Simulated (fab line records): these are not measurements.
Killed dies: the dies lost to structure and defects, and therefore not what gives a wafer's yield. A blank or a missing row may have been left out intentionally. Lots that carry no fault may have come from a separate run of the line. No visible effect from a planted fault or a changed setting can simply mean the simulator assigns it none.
A lot that was struck, set against a sound lot -- flow nandHarc -- 14 steps out of a route of 1302
Sound: these wafers, L971.1, L971.3, L971.6. The struck wafers were L973.1, L973.5, L973.6. Last of all comes the cause.
Order at every step that has rows: each side's tool, ch and its chambers, its first start. Under that, the readings that differ: sound wafers -- struck wafers -- difference of the means -- sigmas: that difference in standard deviations of wafers without a fault.
alike: readings whose means differ by less than 2 such deviations, and words and numbers that are the same on both sides. not compared: withheld readings, readings that some wafer has no value for, bounds like >300 that may hide the same value, and numbers for which the record gives no deviation and whose values overlap.
The two part at a step that has a row with sigmas, a row that says differs or no value, or rows on one side only. Numbers that have no deviation but don't overlap get no sigmas and don't part them. A reading that every wafer of one side lacks parts them only if that side has two wafers or more.

NHARC_P_ZERO_WELL_INSPECT_43:
  struck on defectInspect-01, day 6 17:26; sound on defectInspect-01, day 5 21:37
  alike: rawDefectCount
then, 11 steps without rows for these wafers: NHARC_P_STI_ETCH_26 (etches SiO2 in dHF, target depth 11 nm); NHARC_P_STI_PRECLEAN_27 (cleans in SC1); NHARC_P_STI_SRD_28; NHARC_P_STI_OXIDE_29 (material SiO2, target thk 10 nm, ox time 1362 s); NHARC_P_STI_HM_DEP_30 (deposits Si3N4, target thk 80 nm, time 873 s); NHARC_P_STI_DEHYDRATE_01 (time 120 s); NHARC_P_STI_HMDS_02 (time 30 s); NHARC_P_STI_COAT_41 (time 65 s); NHARC_P_STI_COAT_03 (resist thk 600 nm); NHARC_P_STI_SOFTBAKE_04 (time 70 s); NHARC_P_STI_EBR_05.
NHARC_P_STI_EXPOSE_06: exposes mask P STI, target cd 200 nm.
  struck on krfScanner-04, day 7 08:27; sound on krfScanner-04 ch 0, day 6 13:26
  no value came back on the struck wafers for exposureDoseMJCm2, focusOffsetNm (nm); on the sound wafers exposureDoseMJCm2 reads 37.59 37.59 37.60
  alike: mask
then, 1 step without rows for these wafers: NHARC_P_STI_PEB_07 (peb time 80 s).

WHERE THEY PART
Only at NHARC_P_STI_EXPOSE_06, as far as this record shows.

WHY: what had been put in by the simulator
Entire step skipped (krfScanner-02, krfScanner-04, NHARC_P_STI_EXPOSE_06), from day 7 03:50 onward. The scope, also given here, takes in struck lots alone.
